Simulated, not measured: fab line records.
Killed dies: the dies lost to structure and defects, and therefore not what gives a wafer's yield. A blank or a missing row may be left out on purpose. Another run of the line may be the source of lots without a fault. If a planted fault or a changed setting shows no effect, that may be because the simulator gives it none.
Matching of chambers | flow nand_harc | ald_hk-04 running NHARC_A_WL_FILL_ALD_00: 4 sister chambers
The step deposits Al2O3, target thk 3 nm, pulse time 3 s, ald cycles 30. 22 wafers are shown with their chamber, then 11 later ones without.

== WAFERS, EACH WITH ITS CHAMBER ==
wafer  | chamber | heater_power_w (W) | precursor_pulse_height_rel
L081.1 | 2       | 497                | 0.999
L081.3 | 0       | 442                | 1.022
L081.5 | 0       | 445                | 0.986
L085.2 | 1       | 397                | 0.984
L085.3 | 0       | 441                | 0.983
L085.4 | 3       | 539                | 1.019
L085.1 | 2       | 503                | 0.978
L085.5 | 1       | 386                | 1.023
L085.6 | 0       | 442                | 0.996
L088.1 | 3       | 534                | 1.031
L088.3 | 2       | 508                | 0.954
L088.5 | 3       | 532                | 1.003
L088.2 | 0       | 446                | 1.014
L088.4 | 1       | 404                | 1.009
L088.6 | 0       | 442                | 1.001
L089.2 | 1       | 392                | 0.962
L089.5 | 2       | 505                | 0.946
L089.6 | 3       | 524                | 1.022
L087.4 | 3       | 578                | 0.991
L087.5 | 0       | 443                | 0.981
L087.6 | 3       | 567                | 0.981
L087.1 | 1       | 406                | 1.023

SIGNATURES, as means of the wafers listed above
reading                    | chamber 0 | chamber 1 | chamber 2 | chamber 3 | scatter within a chamber
heater_power_w             | 443.00    | 397.00    | 503.25    | 545.67    | 12.2
precursor_pulse_height_rel | 0.99757   | 1.00020   | 0.96925   | 1.00783   | 0.021
Rule: for a wafer and a chamber, the distance is found by dividing, reading by reading, the gap between the wafer's reading and the chamber's mean by the reading's scatter, squaring, summing and taking the root. The wafer belongs to the nearest chamber; if the next one is less than 2 further off, it can't be placed. The scatter is the square root of a quotient: the sum, over the shown wafers, of each reading's squared deviation from its chamber's mean, divided by wafers minus chambers.

== WAFERS MISSING THEIR CHAMBER ==
wafer  | heater_power_w (W) | precursor_pulse_height_rel
L087.2 | 432                | 0.998
L087.3 | 479                | 1.005
L091.2 | 428                | 1.012
L091.5 | 441                | 0.985
L091.6 | 552                | 1.000
L092.3 | 551                | 0.991
L092.5 | 413                | 0.995
L092.6 | 435                | 1.003
L096.2 | 485                | 0.982
L096.4 | 425                | 0.960
L096.5 | 398                | 1.007

== CHAMBER TAKEN BY EACH ==
wafer  | from the rows above     | in truth
L087.2 | can't be placed: 0 or 1 | 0
L087.3 | can't be placed: 2 or 0 | 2
L091.2 | can't be placed: 0 or 1 | 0
L091.5 | 0                       | 0
L091.6 | 3                       | 3
L092.3 | 3                       | 3
L092.5 | can't be placed: 1 or 0 | 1
L092.6 | 0                       | 0
L096.2 | can't be placed: 2 or 0 | 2
L096.4 | can't be placed: 0 or 1 | 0
L096.5 | 1                       | 1
Correctly placed: 5 of 11. Not placeable from these rows: 6 (in 6, the candidates include the true chamber). Number placed wrongly: 0.
